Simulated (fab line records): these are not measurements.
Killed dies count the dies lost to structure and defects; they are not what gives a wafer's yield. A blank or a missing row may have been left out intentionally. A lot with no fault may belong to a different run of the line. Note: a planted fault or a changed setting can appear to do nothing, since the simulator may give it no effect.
Chamber matching || flow n5-finfet || 4 sister chambers for N5_DUMMY_REMOVAL_HM_STRIP_01 on rie-diel-01
The step strips SiNx in CH3F/O2, stops on poly-Si, target depth 4 nm, time 6.8 s. 4 wafers are shown with their chamber, then 12 later ones without.

WAFERS WITH THEIR CHAMBER
{"wafer": "L086.3", "chamber": 0, "showerhead-plenum-p-Torr (Torr)": 1.86}
{"wafer": "L090.1", "chamber": 3, "showerhead-plenum-p-Torr (Torr)": 2.06}
{"wafer": "L090.2", "chamber": 2, "showerhead-plenum-p-Torr (Torr)": 1.94}
{"wafer": "L090.6", "chamber": 1, "showerhead-plenum-p-Torr (Torr)": 1.94}

WAFERS WITHOUT THEIR CHAMBER
{"wafer": "L092.2", "showerhead-plenum-p-Torr (Torr)": 1.94}
{"wafer": "L092.4", "showerhead-plenum-p-Torr (Torr)": 1.94}
{"wafer": "L092.6", "showerhead-plenum-p-Torr (Torr)": 2.06}
{"wafer": "L094.2", "showerhead-plenum-p-Torr (Torr)": 1.94}
{"wafer": "L094.3", "showerhead-plenum-p-Torr (Torr)": 2.06}
{"wafer": "L094.5", "showerhead-plenum-p-Torr (Torr)": 2.11}
{"wafer": "L095.1", "showerhead-plenum-p-Torr (Torr)": 2.11}
{"wafer": "L095.2", "showerhead-plenum-p-Torr (Torr)": 2.06}
{"wafer": "L095.4", "showerhead-plenum-p-Torr (Torr)": 1.93}
{"wafer": "L097.1", "showerhead-plenum-p-Torr (Torr)": 2.06}
{"wafer": "L097.4", "showerhead-plenum-p-Torr (Torr)": 2.11}
{"wafer": "L097.5", "showerhead-plenum-p-Torr (Torr)": 1.94}

WHICH CHAMBER EACH ONE RAN IN
{"wafer": "L092.2", "from the rows above": "can't be placed: 1 or 2", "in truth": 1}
{"wafer": "L092.4", "from the rows above": "can't be placed: 1 or 2", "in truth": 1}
{"wafer": "L092.6", "from the rows above": 3, "in truth": 3}
{"wafer": "L094.2", "from the rows above": "can't be placed: 1 or 2", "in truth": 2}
{"wafer": "L094.3", "from the rows above": 3, "in truth": 3}
{"wafer": "L094.5", "from the rows above": 3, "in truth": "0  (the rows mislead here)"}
{"wafer": "L095.1", "from the rows above": 3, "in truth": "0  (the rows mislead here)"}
{"wafer": "L095.2", "from the rows above": 3, "in truth": 3}
{"wafer": "L095.4", "from the rows above": "can't be placed: 1 or 2", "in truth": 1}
{"wafer": "L097.1", "from the rows above": 3, "in truth": 3}
{"wafer": "L097.4", "from the rows above": 3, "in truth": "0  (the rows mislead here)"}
{"wafer": "L097.5", "from the rows above": "can't be placed: 1 or 2", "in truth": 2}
Correct placement for 4 of the 12. Can't be placed from these rows: 5 (the true chamber is among the candidates in 5). Placed wrongly: 3.
How it was worked out, from the rows above alone: a wafer's distance from a chamber is the root of the sum, over the readings, of the square of ((its reading less the chamber's mean) divided by the reading's scatter). The wafer belongs to the nearest chamber; if the next one is less than 2 further off, it can't be placed. The mean given for a chamber averages the wafers shown for that chamber. The scatter: root of mean squared gap, hidden wafer to nearest shown wafer, with one shown wafer a chamber.
